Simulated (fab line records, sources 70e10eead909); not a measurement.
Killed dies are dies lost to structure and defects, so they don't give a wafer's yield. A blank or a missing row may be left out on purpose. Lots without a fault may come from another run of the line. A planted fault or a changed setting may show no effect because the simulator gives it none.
A struck lot beside a sound one | flow nand_harc | 14 steps out of a route of 1302
Sound: wafers L487.2, L487.4, L487.6. Struck: wafers L502.2, L502.4, L502.6. The cause comes at the end.
At each step with rows: each side's tool, then ch and its chambers, then its first start. Under that, the readings that differ: sound wafers | struck wafers | difference of the means | sigmas: that difference in standard deviations of wafers without a fault.
alike: readings whose means differ by less than 2 such deviations, and words and numbers that are the same on both sides. not compared: withheld readings, readings that some wafer has no value for, bounds like >300 that may hide the same value, and numbers for which the record gives no deviation and whose values overlap.
The two part at a step that has a row with sigmas, a row that says differs or no value, or rows on one side only. Numbers that don't overlap but have no deviation are shown without sigmas and don't part them. A reading that every wafer of one side lacks parts them only if that side has two wafers or more.

first, 9 steps without rows for these wafers: NHARC_THIN_TSV_PVD_24 (deposits Al, target thk 800 nm); NHARC_THIN_TSV_DEHYDRATE_25 (time 120 s); NHARC_THIN_TSV_HMDS_26 (time 30 s); NHARC_THIN_TSV_COAT_27; NHARC_THIN_TSV_SOFTBAKE_28 (time 95 s); NHARC_THIN_TSV_EBR_29; NHARC_THIN_TSV_EXPOSE_30 (exposes mask PAD); NHARC_THIN_TSV_PEB_31 (peb time 85 s); NHARC_THIN_TSV_DEVELOP_32 (time 70 s).
NHARC_THIN_TSV_CD_MEAS_33: target cd 5000 nm.
  sound on cd_sem-01 ch 0, day 24 09:02; struck on cd_sem-02 ch 0, day 31 09:49
  alike: cd_nm
then, 1 step without rows for these wafers: NHARC_THIN_TSV_HARDBAKE_34 (time 80 s).
NHARC_THIN_TSV_DESCUM_35: chemistry O2, time 3 s.
  sound on rie_diel-02 ch 1,2, day 24 09:11; struck on rie_diel-12 ch 2,3, day 31 09:59
  alike: drypump_motor_current_A, oes_product_au, rf_vpp_V, showerhead_plenum_p_Torr, throttle_valve_pct
  not compared: rf_hours_counter_h
NHARC_THIN_TSV_ETCH_59: etches the open film in Cl2/BCl3, target depth 880 nm, time 138.1 s.
  sound on rie_metal-03 ch 0,1, day 24 09:22; struck on rie_metal-01 ch 0, day 31 10:07
  reading               | sound             | struck            | difference | sigmas
  oes_product_au (a.u.) | 1.005 0.996 1.024 | 0.909 0.912 0.920 | -0.095     | -9
  alike: bias_w, drypump_motor_current_A, throttle_valve_pct
  not compared: rf_hours_counter_h
NHARC_THIN_TSV_ETCH_36: etches the open film in Cl2/BCl3, target depth 65 nm, time 18.571 s.
  sound on rie_metal-03 ch 0, day 24 09:35; struck on rie_metal-01 ch 0,1, day 31 10:22
  alike: drypump_motor_current_A, oes_product_au
  not compared: rf_hours_counter_h

WHERE THEY PART
Only at NHARC_THIN_TSV_ETCH_59, within this record. Later steps at which nothing parts them and some readings are alike: NHARC_THIN_TSV_ETCH_36.

WHY: what the simulator had put in
Process parameter drift: rie_metal-01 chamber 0, from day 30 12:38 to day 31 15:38, at NHARC_THIN_TSV_ETCH_59. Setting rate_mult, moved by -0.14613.
